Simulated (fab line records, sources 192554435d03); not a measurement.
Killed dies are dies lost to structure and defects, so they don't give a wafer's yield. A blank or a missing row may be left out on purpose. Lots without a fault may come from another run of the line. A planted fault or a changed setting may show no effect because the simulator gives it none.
Chamber matching | flow n5_finfet | N5_BEOL_M4_PRE_CLEAN_60 on cvd_co-01: 3 sister chambers
The step time 15 s. 16 wafers are shown with their chamber, then 8 later ones without.

WAFERS WITH THEIR CHAMBER
wafer  | chamber | heater_power_w (W) | rf_fwd_power_W (W)
L997.1 | 0       | 42                 | 295.2
L997.4 | 0       | 43                 | 295.6
L997.5 | 0       | 42                 | 295.2
L102.2 | 0       | 43                 | 295.2
L102.3 | 1       | 72                 | 300.0
L102.5 | 2       | 99                 | 295.7
L103.1 | 1       | 72                 | 296.9
L103.4 | 1       | 72                 | 297.2
L103.6 | 0       | 44                 | 297.7
L110.2 | 2       | 101                | 296.6
L110.4 | 2       | 103                | 295.8
L110.5 | 0       | 44                 | 296.8
L112.3 | 2       | 99                 | 294.8
L112.4 | 0       | 41                 | 295.6
L112.5 | 2       | 99                 | 295.1
L115.2 | 0       | 43                 | 296.6

SIGNATURES (means of the wafers above)
reading        | chamber 0 | chamber 1 | chamber 2 | scatter within a chamber
heater_power_w | 42.75     | 72.00     | 100.20    | 1.25
rf_fwd_power_W | 295.988   | 298.033   | 295.600   | 1.03
Rule: a wafer's distance from a chamber is the root of the sum, over the readings, of the square of ((its reading less the chamber's mean) divided by the reading's scatter). The wafer belongs to the nearest chamber; if the next one is less than 2 further off, it can't be placed. The scatter: the root of (the sum of the squares of (reading less its chamber's mean) over the shown wafers, divided by (wafers less chambers)).

WAFERS WITHOUT THEIR CHAMBER
wafer  | heater_power_w (W) | rf_fwd_power_W (W)
L115.4 | 43                 | 296.7
L115.5 | 100                | 296.2
L117.1 | 73                 | 296.6
L117.2 | 43                 | 294.0
L117.3 | 102                | 295.6
L116.1 | 99                 | 295.8
L116.4 | 72                 | 298.3
L116.5 | 98                 | 296.0

WHICH CHAMBER EACH WENT THROUGH
wafer  | from the rows above | in truth
L115.4 | 0                   | 0
L115.5 | 2                   | 2
L117.1 | 1                   | 1
L117.2 | 0                   | 0
L117.3 | 2                   | 2
L116.1 | 2                   | 2
L116.4 | 1                   | 1
L116.5 | 2                   | 2
Placed correctly: 8 of 8. Can't be placed from these rows: 0. Placed wrongly: 0.
